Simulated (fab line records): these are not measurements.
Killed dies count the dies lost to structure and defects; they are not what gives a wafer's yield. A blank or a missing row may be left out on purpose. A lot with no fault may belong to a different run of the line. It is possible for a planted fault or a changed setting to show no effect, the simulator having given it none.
Chamber matching / flow n5Finfet / 3 sister chambers for N5_BEOL_M15_DEP_53 on pecvd-03
The step deposits SiCN from 3MS/NH3, target thk 50 nm, time 17.8 s. 14 wafers are shown with their chamber, then 7 later ones without.

== WAFERS, EACH WITH ITS CHAMBER ==
wafer=L076.1; chamber=2; throttleValvePct (%)=16.8; showerheadPlenumPTorr (Torr)=4.170
wafer=L076.3; chamber=1; throttleValvePct (%)=17.8; showerheadPlenumPTorr (Torr)=4.157
wafer=L076.5; chamber=1; throttleValvePct (%)=17.8; showerheadPlenumPTorr (Torr)=4.146
wafer=L074.1; chamber=0; throttleValvePct (%)=19.1; showerheadPlenumPTorr (Torr)=4.163
wafer=L074.3; chamber=2; throttleValvePct (%)=16.9; showerheadPlenumPTorr (Torr)=4.178
wafer=L074.5; chamber=0; throttleValvePct (%)=19.0; showerheadPlenumPTorr (Torr)=4.158
wafer=L077.3; chamber=1; throttleValvePct (%)=17.9; showerheadPlenumPTorr (Torr)=4.156
wafer=L077.4; chamber=1; throttleValvePct (%)=18.0; showerheadPlenumPTorr (Torr)=4.153
wafer=L077.6; chamber=0; throttleValvePct (%)=19.1; showerheadPlenumPTorr (Torr)=4.168
wafer=L078.1; chamber=2; throttleValvePct (%)=16.9; showerheadPlenumPTorr (Torr)=4.174
wafer=L078.4; chamber=0; throttleValvePct (%)=19.1; showerheadPlenumPTorr (Torr)=4.153
wafer=L078.6; chamber=1; throttleValvePct (%)=17.8; showerheadPlenumPTorr (Torr)=4.155
wafer=L079.1; chamber=0; throttleValvePct (%)=18.9; showerheadPlenumPTorr (Torr)=4.149
wafer=L079.4; chamber=1; throttleValvePct (%)=17.8; showerheadPlenumPTorr (Torr)=4.148

SIGNATURES, as means of the wafers listed above
reading=throttleValvePct; chamber 0=19.040; chamber 1=17.850; chamber 2=16.867; scatter within a chamber=0.0818
reading=showerheadPlenumPTorr; chamber 0=4.15820; chamber 1=4.15250; chamber 2=4.17400; scatter within a chamber=0.00575
Rule: a wafer lies at a distance from a chamber equal to the root of the sum of squares, over the readings, of (its reading less the chamber's mean, divided by the reading's scatter). If the next closest chamber is less than 2 further off than the closest, the wafer can't be placed; otherwise it belongs to the closest. The scatter is the square root of a quotient: the sum, over the shown wafers, of each reading's squared deviation from its chamber's mean, divided by wafers minus chambers.

== WAFERS WITHOUT THEIR CHAMBER ==
wafer=L079.6; throttleValvePct (%)=19.2; showerheadPlenumPTorr (Torr)=4.171
wafer=L092.1; throttleValvePct (%)=16.9; showerheadPlenumPTorr (Torr)=4.167
wafer=L092.2; throttleValvePct (%)=17.8; showerheadPlenumPTorr (Torr)=4.141
wafer=L092.3; throttleValvePct (%)=18.9; showerheadPlenumPTorr (Torr)=4.166
wafer=L097.3; throttleValvePct (%)=19.3; showerheadPlenumPTorr (Torr)=4.147
wafer=L097.5; throttleValvePct (%)=17.7; showerheadPlenumPTorr (Torr)=4.159
wafer=L097.6; throttleValvePct (%)=17.4; showerheadPlenumPTorr (Torr)=4.173

== THE CHAMBER EACH PASSED THROUGH ==
wafer=L079.6; from the rows above=0; in truth=0
wafer=L092.1; from the rows above=2; in truth=2
wafer=L092.2; from the rows above=1; in truth=1
wafer=L092.3; from the rows above=0; in truth=0
wafer=L097.3; from the rows above=0; in truth=0
wafer=L097.5; from the rows above=1; in truth=1
wafer=L097.6; from the rows above=can't be placed: 2 or 1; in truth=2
Placed correctly: 6 of 7. Cannot be placed on the basis of these rows: 1; the candidates contain the true chamber in 1. 0 placed wrongly.
